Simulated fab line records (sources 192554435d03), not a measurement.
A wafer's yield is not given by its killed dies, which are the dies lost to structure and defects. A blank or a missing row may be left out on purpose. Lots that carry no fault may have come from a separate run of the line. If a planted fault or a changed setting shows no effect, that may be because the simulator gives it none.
fab line records	flow n5_finfet
[record] lots = 7	wafers = 21	last_day = 17
route steps=1938 shown BEOL_M4@1111 BEOL_M5@1136 PASSIVATION@1936
lots untouched by any fault: they come from a run of this same line in which no faults occurred
start_h: the number of hours between the record's first day and the start of the first shown wafer of the lot	wait_h: time in hours since the lot's previous step	" unchanged from the row above	L1.1+2: a row that stands for several wafers	- value missing, or start not given	* or withheld: withheld	< > ~ a bound
route shown NAME@n: a module of which the file shows steps, and the number in the route of the first	usual: mean/standard deviation taken from wafers without a fault	same: alike in all rows	chamber/n: place in a boat	sites: each site's reading	_std_site: the standard deviation of these	_edge_site: the outer-site mean with the inner-site mean subtracted	radius_mm: for every site, how far away it sits from the centre of the wafer	mask NAME#n: copy n	behind: the last tool/chamber to shape the wafer	hold: what put the lot on hold/how long, in hours/how the hold closed	device: names the non-switching transistor (n, p or np)	end of line: the tests these same wafers got at the end of their route	where a step has no rows: the recipe by itself	killed: dies that structure and defects cost at the first sort, which is not the same as the wafer's yield	map: shows each die of a wafer: x if killed, . if not, _ if none is there
set.NAME: the setting as run; set.NAME@STEP: as run at that earlier step	model.NAME: the simulator's own value behind a step, which no gauge read
a sample of lots followed through the steps of the route, with each step as a table and each wafer as a row
services: the hour from which a tool's chamber was out of use, counted from the record's first day as start_h (under 0 if before that day), plus the number of hours and why
[[steps]]
[step N5_BEOL_M4_RC_MEAS_101]
[usual] DIBL_N = 36.4/1.5	DIBL_P = 36.6/1.9	IOFF_N = 0.155/0.021	IOFF_P = 0.211/0.028	ION_N = 671/8.6	ION_P = 462/5.8	SS_N = 71.5/0.5	SS_P = 73.4/0.58	VT_N = 250.1/2.4	VT_P = -250.1/3
lot.wafer	tool	chamber	start_h	wait_h	DIBL_N[mV/V]	DIBL_P[mV/V]	IOFF_N[nA/um]	IOFF_P[nA/um]	ION_N[uA/um]	ION_P[uA/um]	SS_N[mV/dec]	SS_P[mV/dec]	VT_N[mV]	VT_P[mV]
L716.1	prober-01	0	176.48	0.0	35.7	35.7	0.152	0.207	677	464	71.3	73.3	249.9	-250.3
L716.2	"	0	"	"	36.7	36.6	0.157	0.215	676	468	71.8	73.8	249.4	-251.7
L716.4	"	0	"	"	35.8	35.5	0.149	0.198	664	460	71.7	74.5	251.1	-249.5
L726.3	prober-02	0	237.28	0.3	38.7	38.5	0.179	0.225	667	459	71.6	74.1	249.6	-251.0
L726.4	"	0	"	"	37.9	37.2	0.162	0.197	675	458	72.3	73.1	250.2	-252.6
L726.5	"	0	"	"	35.8	34.8	0.128	0.170	660	449	71.3	73.0	255.4	-253.6
L729.1	prober-02	0	244.49	0.0	36.9	36.7	0.175	0.236	675	459	70.7	73.8	246.6	-248.5
L729.3	"	0	"	"	36.0	35.0	0.158	0.202	670	460	71.4	73.5	248.5	-249.7
L729.4	"	0	"	"	34.8	33.6	0.136	0.183	655	455	71.3	72.8	252.5	-252.3
L735.2	prober-01	0	284.11	0.2	36.3	36.7	0.151	0.195	665	456	71.5	73.4	249.9	-251.6
L735.4	"	0	"	"	37.1	38.9	0.177	0.230	673	466	71.9	74.6	247.2	-249.3
L735.6	"	0	"	"	36.7	37.9	0.158	0.207	665	453	72.0	74.0	250.0	-247.9
L737.2	prober-01	0	297.41	0.2	32.6	33.7	0.128	0.168	670	469	71.4	72.8	252.5	-250.6
L737.4	"	0	"	"	34.9	35.5	0.152	0.209	677	471	71.3	73.7	249.9	-246.6
L737.6	"	0	"	"	34.2	34.8	0.143	0.188	679	467	71.7	73.1	251.6	-253.1
L736.1	prober-01	0	303.81	0.0	39.8	41.7	0.233	0.282	702	480	72.2	74.6	243.9	-246.3
L736.4	"	0	"	"	39.0	41.0	0.208	0.272	686	467	72.0	74.7	247.7	-247.1
L736.6	"	0	"	"	38.5	39.3	0.171	0.232	672	463	71.9	73.8	251.6	-249.3
L738.3	prober-02	0	308.56	0.3	37.5	37.3	0.160	0.168	675	452	72.1	73.6	248.8	-257.4
L738.4	"	0	"	"	36.8	37.3	0.155	0.173	675	458	70.9	73.6	248.2	-256.5
L738.5	"	0	"	"	38.2	38.1	0.175	0.183	691	461	71.8	73.1	247.3	-256.1
[step N5_BEOL_M5_HM_OPEN_17]
[recipe] chemistry = Cl2/BCl3	target_depth_a = 200	overetch_a = 60	target = TiN	mask_material = SOC	ion_energy_ev = 150	pressure_mtorr = 10	icp_w = 1000	bias_w = 126	Cl2_flow_sccm = 53.25	bcl3_flow_sccm = 21.75	Ar_flow_sccm = 25
[usual] drypump_motor_current_A = 5.47/0.17	oes_product_au = 0.69/0.088	rf_fwd_power_W = 993/4.5	throttle_valve_pct = 22.18/0.2
lot.wafer	tool	chamber	start_h	wait_h	drypump_motor_current_A	oes_product_au	rf_fwd_power_W	rf_hours_counter_h	throttle_valve_pct
L716.1	rie_metal-02	1	179.34	0.0	5.81	0.69	996	29	22.32
L716.2	"	0	"	"	5.33	0.52	989	134	22.04
L716.4	"	1	"	"	5.78	0.69	1000	-	22.33
L726.3	rie_metal-03	0	240.41	0.1	5.40	0.59	993	-	22.39
L726.4	"	1	"	"	5.43	0.77	997	-	22.00
L726.5	"	0	"	"	5.36	0.60	991	-	22.39
L729.1	rie_metal-03	0	249.61	0.0	5.36	0.59	988	72	22.40
L729.3	"	1	"	"	5.39	0.77	995	-	22.00
L729.4	"	0	"	"	5.37	0.60	992	-	22.38
L735.2	rie_metal-02	0	287.92	0.0	5.28	0.80	989	7	21.81
L735.4	"	0	"	"	5.31	0.80	990	-	21.82
L735.6	"	0	"	"	5.32	0.80	990	-	21.83
L737.2	rie_metal-03	1	300.21	0.0	5.41	0.74	996	13	22.01
L737.4	"	1	"	"	5.40	0.75	997	-	22.01
L737.6	"	1	"	"	5.41	0.75	997	-	22.03
L736.1	rie_metal-01	1	307.54	0.0	5.40	0.59	988	88	22.20
L736.4	"	0	"	"	5.42	0.67	998	-	22.30
L736.6	"	0	"	"	5.41	0.67	995	-	22.29
L738.3	rie_metal-02	0	311.61	0.1	5.27	0.79	987	-	21.82
L738.4	"	1	"	"	5.84	0.66	999	-	22.37
L738.5	"	0	"	"	5.28	0.79	990	-	21.83
[step N5_BEOL_M5_INSPECT_30]
[recipe] mode = adi	inspect_instrument = brightfield
[usual] raw_defect_count = 382/77
lot.wafer	tool	chamber	start_h	wait_h	raw_defect_count
L716.1	defect_inspect-02	-	181.78	0.1	445
L716.2	"	-	"	"	340
L716.4	"	-	"	"	535
L726.3	defect_inspect-02	-	241.24	0.0	439
L726.4	"	-	"	"	413
L726.5	"	-	"	"	433
L729.1	defect_inspect-01	-	250.82	0.1	565
L729.3	"	-	"	"	356
L729.4	"	-	"	"	321
L735.2	defect_inspect-02	-	288.99	0.0	434
L735.4	"	-	"	"	313
L735.6	"	-	"	"	406
L737.2	defect_inspect-02	-	301.84	0.0	363
L737.4	"	-	"	"	430
L737.6	"	-	"	"	380
L736.1	defect_inspect-02	-	308.76	0.1	320
L736.4	"	-	"	"	333
L736.6	"	-	"	"	321
L738.3	defect_inspect-01	-	313.72	0.0	257
L738.4	"	-	"	"	446
L738.5	"	-	"	"	305
[step N5_BEOL_M5_ETCH_67]
[recipe] chemistry = CF4	target = SiARC	target_depth_a = 156	mask_material = CAR-EUV	time_s = 26	ion_energy_ev = 80	pressure_mtorr = 40	source_w = 545	bias_w = 36	Ar_flow_sccm = 100	cf4_flow_sccm = 100	ends = cleared
[usual] bias_w = 36.00/0.11	cf4_flow_sccm = 100.0/0.3	drypump_motor_current_A = 5.5/0.48	etch_rf_on_time_s = 26.0/0.39	oes_product_au = 0.66/0.075	rf_fwd_power_W = 531.8/2.1	rf_vpp_V = 184.1/1.1	showerhead_plenum_p_Torr = 2.14/0.06	throttle_valve_pct = 15.61/0.21
lot.wafer	tool	chamber	start_h	wait_h	bias_w	cf4_flow_sccm	drypump_motor_current_A	etch_rf_on_time_s	oes_product_au	rf_fwd_power_W	rf_hours_counter_h	rf_vpp_V	showerhead_plenum_p_Torr	throttle_valve_pct
L716.1	rie_diel-05	2	181.86	0.0	36.08	99.9	6.3	26.4	0.59	533.1	217	182.1	2.04	15.94
L716.2	"	3	"	"	36.11	99.9	5.5	25.6	0.64	530.2	165	184.7	2.05	15.73
L716.4	"	1	"	"	36.05	99.9	5.0	26.5	0.61	529.9	205	185.2	2.20	15.51
L726.3	rie_diel-03	0	241.41	0.0	35.98	100.0	5.5	25.7	0.69	530.6	115	184.3	2.15	15.50
L726.4	"	2	"	"	36.10	99.6	4.8	25.3	0.79	531.8	25	184.4	2.19	15.47
L726.5	"	2	"	"	36.01	100.0	4.8	25.5	0.78	532.9	-	184.2	2.19	15.48
L729.1	rie_diel-05	2	251.02	0.0	36.09	100.7	6.4	26.4	0.57	530.1	240	183.4	2.03	15.97
L729.3	"	1	"	"	36.05	99.7	5.0	26.9	0.60	529.4	231	183.7	2.19	15.54
L729.4	"	3	"	"	36.07	100.2	5.5	25.9	0.63	533.3	-	183.3	2.05	15.78
L735.2	rie_diel-05	1	289.07	0.0	36.00	99.5	5.0	26.7	0.58	530.4	242	183.9	2.19	15.58
L735.4	"	3	"	"	36.01	99.4	5.5	25.9	0.61	532.5	-	182.5	2.04	15.81
L735.6	"	1	"	"	36.00	99.8	5.0	26.4	0.58	531.5	-	184.3	2.19	15.61
L737.2	rie_diel-03	2	301.92	0.0	35.87	100.1	4.8	25.4	0.75	532.9	44	184.5	2.18	15.51
L737.4	"	0	"	"	35.94	99.9	5.6	25.7	0.65	528.8	139	184.0	2.14	15.53
L737.6	"	2	"	"	35.95	99.9	4.8	25.6	0.76	529.7	-	183.0	2.18	15.51
L736.1	rie_diel-02	0	308.85	0.0	35.97	99.8	5.9	26.5	0.73	533.3	64	184.0	2.25	15.15
L736.4	"	2	"	"	35.80	100.3	5.2	25.8	0.64	533.7	-	183.9	2.12	15.78
L736.6	"	3	"	"	35.84	100.0	5.8	26.3	0.61	530.8	-	184.1	2.21	15.74
L738.3	rie_diel-03	1	313.80	0.0	35.95	99.8	5.4	26.3	0.65	532.3	151	183.8	2.14	15.55
L738.4	"	3	"	"	35.98	100.0	5.3	26.8	0.57	533.0	-	183.6	2.12	15.74
L738.5	"	2	"	"	36.11	100.0	4.8	25.9	0.74	530.9	-	186.5	2.18	15.52
[step N5_BEOL_M5_ETCH_68]
[recipe] chemistry = N2/H2	target = SOC	target_depth_a = 800	overetch_a = 160	mask_material = SiARC	temp_c = 40	time_s = 120	ion_energy_ev = 200	pressure_mtorr = 30	source_w = 840	bias_w = 150	n2_flow_sccm = 200	h2_flow_sccm = 200
[usual] bias_w = 150.0/0.43	chamber_pressure_mTorr = 30.007/0.026	drypump_motor_current_A = 5.5/0.48	oes_product_au = 0.59/0.063	rf_fwd_power_W = 835.2/2.7	rf_vpp_V = 523.8/2.4	showerhead_plenum_p_Torr = 2.54/0.074	throttle_valve_pct = 17.79/0.23
lot.wafer	tool	chamber	start_h	wait_h	bias_w	chamber_pressure_mTorr	drypump_motor_current_A	oes_product_au	rf_fwd_power_W	rf_hours_counter_h	rf_vpp_V	showerhead_plenum_p_Torr	throttle_valve_pct
L716.1	rie_diel-05	2	181.89	0.0	150.1	29.994	6.4	0.53	836.4	217	519.6	2.41	18.13
L716.2	"	3	"	"	150.1	30.011	5.5	0.57	836.0	165	519.6	2.44	17.94
L716.4	"	1	"	"	149.7	30.019	5.0	0.56	833.7	206	525.0	2.62	17.75
L726.3	rie_diel-03	0	241.44	0.0	-	-	-	-	-	-	-	-	-
L726.4	"	2	"	"	-	-	-	-	-	-	-	-	-
L726.5	"	2	"	"	-	-	-	-	-	-	-	-	-
L729.1	rie_diel-05	2	251.05	0.0	-	-	-	-	-	-	-	-	-
L729.3	"	1	"	"	-	-	-	-	-	-	-	-	-
L729.4	"	3	"	"	-	-	-	-	-	-	-	-	-
L735.2	rie_diel-05	1	289.10	0.0	150.5	29.976	5.0	0.53	833.7	242	527.0	2.61	17.83
L735.4	"	3	"	"	149.4	29.986	5.5	0.55	835.3	-	520.3	2.42	18.02
L735.6	"	1	"	"	150.1	30.026	5.0	0.54	833.4	-	526.2	2.61	17.81
L737.2	rie_diel-03	2	301.95	0.0	150.2	29.993	4.8	0.67	831.9	44	525.1	2.59	17.71
L737.4	"	0	"	"	150.6	30.019	5.5	0.59	837.0	139	524.3	2.55	17.83
L737.6	"	2	"	"	150.7	30.014	4.8	0.67	830.0	-	526.0	2.59	17.71
L736.1	rie_diel-02	0	308.88	0.0	149.6	30.019	5.9	0.66	835.9	64	528.8	2.68	17.22
L736.4	"	2	"	"	150.7	29.965	5.2	0.56	837.7	-	521.6	2.53	18.06
L736.6	"	3	"	"	149.5	30.035	5.8	0.55	836.0	-	526.9	2.62	17.76
L738.3	rie_diel-03	1	313.83	0.0	149.8	29.979	5.4	0.58	835.5	151	523.9	2.54	17.66
L738.4	"	3	"	"	149.7	30.009	5.4	0.52	836.6	-	521.9	2.50	17.86
L738.5	"	2	"	"	149.6	29.957	4.9	0.66	838.1	-	527.6	2.59	17.71
[step N5_BEOL_M5_VIA_ETCH_34]
[recipe] chemistry = C4F6/O2	target = SiCOH_lowk	target_depth_a = 883	mask_material = SOC	taper_deg = 4	time_s = 39.2	ion_energy_ev = 250	pressure_mtorr = 30	source_w = 345	bias_w = 185	Ar_flow_sccm = 300	C4F6_flow_sccm = 10	O2_flow_sccm = 10
[usual] C4F6_flow_sccm = 10.00/0.031	O2_flow_sccm = 10.003/0.027	drypump_motor_current_A = 5.5/0.48	oes_o_777_au = 0.78/0.084	oes_product_au = 0.78/0.087	rf_fwd_power_W = 341.0/1.3	rf_vpp_V = 661/9.8	showerhead_plenum_p_Torr = 2.85/0.08	throttle_valve_pct = 20.88/0.2
lot.wafer	tool	chamber	start_h	wait_h	C4F6_flow_sccm	O2_flow_sccm	drypump_motor_current_A	oes_o_777_au	oes_product_au	rf_fwd_power_W	rf_hours_counter_h	rf_vpp_V	showerhead_plenum_p_Torr	throttle_valve_pct
L716.1	rie_diel-05	2	181.99	0.0	9.97	9.967	6.4	0.69	0.70	339.8	217	676	2.70	21.14
L716.2	"	3	"	"	9.95	9.946	5.5	0.76	0.75	341.8	165	650	2.74	21.05
L716.4	"	1	"	"	10.02	9.966	5.0	0.71	0.72	342.8	206	659	2.93	20.74
L726.3	rie_diel-03	0	241.54	0.0	10.04	10.003	5.5	0.81	0.30	341.8	115	655	2.85	20.57
L726.4	"	2	"	"	10.03	9.991	4.8	0.92	0.34	339.1	25	655	2.91	20.69
L726.5	"	2	"	"	9.99	9.990	4.8	0.91	0.34	339.5	-	655	2.91	20.69
L729.1	rie_diel-05	2	251.15	0.0	10.01	10.033	6.4	0.68	0.25	342.0	240	676	2.69	21.04
L729.3	"	1	"	"	9.98	9.952	5.0	0.70	0.26	340.1	231	658	2.92	20.66
L729.4	"	3	"	"	10.03	10.062	5.5	0.74	0.28	340.6	-	649	2.73	20.95
L735.2	rie_diel-05	1	289.20	0.0	9.93	10.036	5.0	0.69	0.69	340.8	242	656	2.91	20.77
L735.4	"	3	"	"	9.97	10.000	5.5	0.73	0.72	340.9	-	650	2.72	21.12
L735.6	"	1	"	"	10.00	9.988	5.0	0.69	0.68	342.6	-	658	2.91	20.79
L737.2	rie_diel-03	2	302.05	0.0	10.03	10.000	4.8	0.88	0.87	338.8	44	653	2.90	20.86
L737.4	"	0	"	"	9.97	10.013	5.6	0.79	0.76	341.3	139	653	2.84	20.75
L737.6	"	2	"	"	10.05	9.997	4.8	0.88	0.88	337.9	-	654	2.90	20.86
L736.1	rie_diel-02	0	308.98	0.0	10.01	10.023	5.9	0.83	0.86	342.5	64	678	3.00	20.39
L736.4	"	2	"	"	9.94	10.032	5.2	0.75	0.74	340.4	-	647	2.82	20.99
L736.6	"	3	"	"	9.96	9.952	5.8	0.72	0.73	339.9	-	678	2.94	20.95
L738.3	rie_diel-03	1	313.93	0.0	10.05	10.008	5.4	0.78	0.77	339.5	151	658	2.86	20.85
L738.4	"	3	"	"	9.96	10.012	5.3	0.68	0.67	342.7	-	662	2.82	20.98
L738.5	"	2	"	"	10.02	9.952	4.8	0.87	0.87	339.7	-	655	2.90	20.84
[step N5_PASSIVATION_PROBE_49]
[usual] defect_limited_yield = 91.5/1.4	killed_at_M0_to_M3 = 33/10	killed_at_M4_up = 13/5	killed_at_contacts = 13/5.6	killed_at_front_end = 38/12	killed_at_other = 3.9/2.7	killed_dies = 100/16	killed_on_rim = 13/4	killed_open = 66/13	killed_short = 32/7.2	sort_bin_5_function = 5.0/0.97	sort_bin_6_memory = 3.2/0.61	sort_n_pass = 1080/16	sort_yield_pct = 91.5/1.4
[same] gross_dies = 1180	killed_at_back_side = 0	sort_bin_4_leakage[%] = 0	sort_bin_8_speed[%] = 0
lot.wafer	tool	chamber	start_h	wait_h	defect_limited_yield[%]	killed_at_M0_to_M3	killed_at_M4_up	killed_at_contacts	killed_at_front_end	killed_at_other	killed_dies	killed_on_rim	killed_open	killed_short	sort_bin_5_function[%]	sort_bin_6_memory[%]	sort_n_pass	sort_yield_pct[%]
L726.3	prober-02	-	336.39	0.1	0	46	1089	1	42	2	1180	152	50	48	97.0	2.7	0	0
L726.4	prober-02	-	336.44	0.2	0	45	1064	20	43	8	1180	152	80	40	95.0	4.8	0	0
L726.5	prober-02	-	336.49	0.2	0	38	1095	9	28	10	1180	152	75	25	96.7	3.1	0	0
L729.1	prober-01	-	346.67	0.0	0	44	1089	8	37	2	1180	152	60	38	96.4	3.3	0	0
L729.3	prober-01	-	346.77	0.1	0	39	1084	16	37	4	1180	152	79	27	96.9	2.8	0	0
L729.4	prober-01	-	346.82	0.2	0	25	1105	6	42	2	1180	152	63	22	96.4	3.6	0	0
// killed by level:class
L726.3 BEOL_M5:area_etch=1081 BEOL_M0_SAQP:geometric_particle:short=14 GATE_CUT:geometric_particle:short=12 BEOL_M0_SAQP:geometric_particle:open=10 FIN_SAQP:geometric_particle:open=5 FIN_SAQP:geometric_particle:short=5 SPACER0:geometric_particle:short=5 BEOL_M2:geometric_particle:open=5
L726.4 BEOL_M5:area_etch=1057 MOL_CONTACT_COAG:geometric_particle:open=16 BEOL_M2:geometric_particle:open=15 BEOL_M1:geometric_particle:open=12 SPACER0:geometric_particle:short=7 FIN_SAQP:geometric_particle:short=6 BEOL_M0_SAQP:geometric_particle:open=6 FIN_SAQP:geometric_particle:open=5
L726.5 BEOL_M5:area_etch=1079 BEOL_M0_SAQP:geometric_particle:open=16 MOL_CONTACT_COAG:geometric_particle:open=8 BEOL_M0_SAQP:geometric_particle:short=8 FIN_SAQP:geometric_particle:open=6 BEOL_M2:geometric_particle:open=6 BEOL_M5:geometric_particle:open=5 STI_FIN_REVEAL:geometric_particle:open=4
L729.1 BEOL_M5:area_etch=1082 BEOL_M0_SAQP:geometric_particle:short=15 STI_FIN_REVEAL:geometric_particle:open=13 BEOL_M0_SAQP:geometric_particle:open=13 GATE_CUT:geometric_particle:short=8 FIN_SAQP:geometric_particle:short=6 MOL_CONTACT_COAG:geometric_particle:open=6 BEOL_M3:geometric_particle:open=5
L729.3 BEOL_M5:area_etch=1074 MOL_CONTACT_COAG:geometric_particle:open=16 BEOL_M3:geometric_particle:open=12 STI_FIN_REVEAL:geometric_particle:open=9 DUMMY_GATE:geometric_particle:open=8 BEOL_M0_SAQP:geometric_particle:open=8 BEOL_M0_SAQP:geometric_particle:short=6 STARTING-WAFER:geometric_particle:short=5
L729.4 BEOL_M5:area_etch=1095 STI_FIN_REVEAL:geometric_particle:open=23 MOL_CONTACT_COAG:geometric_particle:open=6 BEOL_M0_SAQP:geometric_particle:short=6 BEOL_M1:geometric_particle:open=5 BEOL_M4:geometric_particle:open=4 BEOL_M0_SAQP:geometric_particle:open=4 BEOL_M3:geometric_particle:open=4
[[services]]
tool	chamber	start_h	hours	kind
rie_metal-02	0	192.93	-	clean
rie_metal-02	0	192.93	18.3	scheduled_down
rie_metal-02	0	192.93	18.3	vent_cycle
rie_metal-03	-	198.00	1.4	pm
rie_diel-05	0	215.24	3.8	repair
rie_diel-05	0	241.21	-	clean
rie_diel-05	0	241.21	-	consumable_replace:focus_ring
rie_diel-05	0	241.21	16.2	scheduled_down
rie_diel-05	0	241.21	16.2	vent_cycle
rie_diel-02	-	243.38	28.1	pm
rie_diel-05	-	253.86	0.2	repair
rie_diel-05	2	270.57	-	clean
rie_diel-05	2	270.57	-	consumable_replace:focus_ring
rie_diel-05	2	270.57	-	consumable_replace:showerhead
rie_diel-05	2	270.57	31.4	scheduled_down
rie_diel-05	2	270.57	31.4	vent_cycle
rie_diel-02	3	290.29	7.6	repair
rie_diel-02	1	297.44	11.5	repair
rie_metal-02	-	312.15	1.4	pm
rie_diel-03	0	312.23	12.7	repair
rie_diel-05	1	313.46	-	clean
rie_diel-05	1	313.46	-	consumable_replace:focus_ring
rie_diel-05	1	313.46	15.3	scheduled_down
rie_diel-05	1	313.46	15.3	vent_cycle
[[key]]
[first_sign] step = N5_BEOL_M5_ETCH_68	reading = tool_record	direction = missing
[effect] step = N5_BEOL_M5_VIA_ETCH_34	reading = oes_product_au	direction = down	sigmas = 5.5	usual = 0.78	struck = 0.29
[effect] step = N5_PASSIVATION_PROBE_49	reading = killed_at_M4_up	direction = up	sigmas = 99+	usual = 13	struck = 1088
[more_kills_born_at] N5_BEOL_M5_ETCH_68@rie_diel-05 = 3251	N5_BEOL_M5_ETCH_68@rie_diel-03 = 3217
met_at N5_BEOL_M5_ETCH_68
struck_lots L726,L729
later_rows_left_out L726.3,L726.4,L726.5,L729.1,L729.3,L729.4
not_acting_at N5_BEOL_M5_HM_OPEN_17,N5_BEOL_M5_INSPECT_30,N5_BEOL_M5_ETCH_67
onset_between 181.89 241.44
[fault] kind = skipped_step_whole	tool = rie_diel-03,rie_diel-05	chamber = -	onset_h = 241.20	steps = N5_BEOL_M5_ETCH_68	scope = struck_lots_only
// later_rows_left_out: the simulator's readings of these wafers behind a module that went badly wrong aren't trusted and aren't shown, but for the sort
